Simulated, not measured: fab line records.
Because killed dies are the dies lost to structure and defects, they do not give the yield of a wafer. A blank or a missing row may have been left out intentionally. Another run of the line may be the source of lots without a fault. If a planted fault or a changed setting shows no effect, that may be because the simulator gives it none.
Comparing a struck lot with a sound one ; flow nand-harc ; 22 out of 1302 route steps
Sound: wafers L256.1, L256.2, L256.4. Struck: wafers L271.1, L271.4, L271.6. The cause comes at the end.
At each step with rows: each side's tool, then ch and its chambers, then its first start. Under that, the readings that differ: sound wafers ; struck wafers ; difference of the means ; sigmas: that difference in standard deviations of wafers without a fault.
alike: readings with means less than 2 such deviations apart, plus words and numbers identical on both sides. not compared: withheld readings, readings lacking a value on some wafer, bounds such as >300 that could conceal the same value, and numbers that have no deviation in the record and whose values overlap.
A row with sigmas, a row that says differs or no value, or rows on one side alone: a step with any of these is where the two part. Numbers that have no deviation but don't overlap get no sigmas and don't part them. Lack of a reading on every wafer of one side parts them only where that side has two or more wafers.

NHARC_A_BLC_CVD_24: deposits W, target thk 150 nm, time 434 s.
  sound on cvd-w-02 ch 0,1; struck on cvd-w-01 ch 0,1
  alike: heater-power-w, throttle-valve-pct
NHARC_A_BLC_CMP_25: polishes, t overpolish 30 s, target thk 150 nm.
  sound on cmp-01 ch 0,2,3, day 23 17:16; struck on cmp-01 ch 0,1,2, day 29 14:46
  alike: motor-current-A, overpolish-run-s, retaining-ring-pressure-frac, time-to-endpoint-s
next, for these wafers, 1 step has no rows: NHARC_A_BLC_SRD_27.
NHARC_A_BLC_INSPECT_28:
  sound: defect-inspect-01 at day 23 17:42; struck: defect-inspect-02 at day 29 15:10
  alike: raw-defect-count
then, 7 steps without rows for these wafers: NHARC_A_M0_DEP_00 (deposits SiOC, target thk 150 nm); NHARC_A_M0_DEHYDRATE_01 (time 120 s); NHARC_A_M0_HMDS_02 (time 30 s); NHARC_A_M0_COAT_33 (time 65 s); NHARC_A_M0_COAT_03 (resist thk 90 nm); NHARC_A_M0_SOFTBAKE_04 (time 55 s); NHARC_A_M0_EBR_05.
NHARC_A_M0_EXPOSE_06: exposes mask A M0, target cd 80 nm.
  sound on arfi-scanner-01 ch 0, day 23 18:28; struck on arfi-scanner-01 ch 0, day 29 15:56
reading;sound;struck;difference;sigmas
exposure-dose-mJ-cm2;84.0 84.0 84.0;87.3 87.3 87.3;+3.3;+9
  alike: mask, focus-offset-nm
then, 2 steps without rows for these wafers: NHARC_A_M0_PEB_07 (peb time 65 s); NHARC_A_M0_DEVELOP_08 (develop time 35 s).
NHARC_A_M0_CD_MEAS_09: the cd target is 80 nm.
  sound on cd-sem-01 ch 0, day 23 18:37; struck on cd-sem-01 ch 0, day 29 16:04
  alike: cd-nm
NHARC_A_M0_OVL_MEAS_10: pitch 160 nm.
  sound: overlay-01 at day 23 18:42; struck: overlay-02 at day 29 16:09
  alike: overlay-x-nm, overlay-y-nm
NHARC_A_M0_INSPECT_11:
  sound: defect-inspect-01 at day 23 18:44; struck: defect-inspect-02 at day 29 16:11
  alike: raw-defect-count
NHARC_A_M0_DESCUM_14: chemistry O2, time 3 s.
  sound on rie-diel-02 ch 0,2,3, day 23 18:48; struck on rie-diel-02 ch 1,3, day 29 16:15
reading;sound;struck;difference;sigmas
oes-product-au (a.u.);1.013 1.034 1.013;0.990 1.002 0.997;-0.024;-2
model.A_M0.cd-nm (nm);81.24 80.69 80.9;81.41 81.45 81.92;+0.65;
  alike: drypump-motor-current-A, rf-vpp-V, showerhead-plenum-p-Torr, throttle-valve-pct
  not compared: rf-hours-counter-h
NHARC_A_M0_ETCH_34: etches the open film in N2/H2, target depth 40 nm, overetch 12 nm, time 43.94 s.
  sound on rie-diel-02 ch 0,1,3, day 23 18:53; struck on rie-diel-02 ch 0,1,3, day 29 16:22
  alike: drypump-motor-current-A, oes-product-au, rf-vpp-V, showerhead-plenum-p-Torr, throttle-valve-pct
  not compared: rf-hours-counter-h
NHARC_A_M0_ETCH_15: etches the open film in C4F8/Ar, target depth 150 nm, overetch 15 nm, time 82.5 s.
  sound on rie-diel-02 ch 0,1,3; struck on rie-diel-02 ch 0,1,3
reading;sound;struck;difference;sigmas
model.A_M0.cd-nm (nm);81.14 80.83 80.75;81.4 81.56 81.94;+0.7;
  alike: oes-product-au, rf-vpp-V
  not compared: rf-hours-counter-h
NHARC_A_M0_CD_MEAS_16:
  sound: cd-sem-03 at day 23 19:06; struck: cd-sem-02 at day 29 16:36
  alike: cd-nm
next, for these wafers, 1 step has no rows: NHARC_END_SORT_01.

WHERE THEY PART
Earliest at NHARC_A_M0_EXPOSE_06; latest, in this record, at NHARC_A_M0_DESCUM_14. Later steps at which nothing parts them and some readings are alike: NHARC_A_M0_ETCH_34, NHARC_A_M0_ETCH_15, NHARC_A_M0_CD_MEAS_16.

WHY: what had been put in by the simulator
Process parameters drifting: arfi-scanner-01 at NHARC_A_M0_EXPOSE_06, beginning at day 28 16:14. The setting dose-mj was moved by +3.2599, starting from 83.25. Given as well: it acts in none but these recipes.
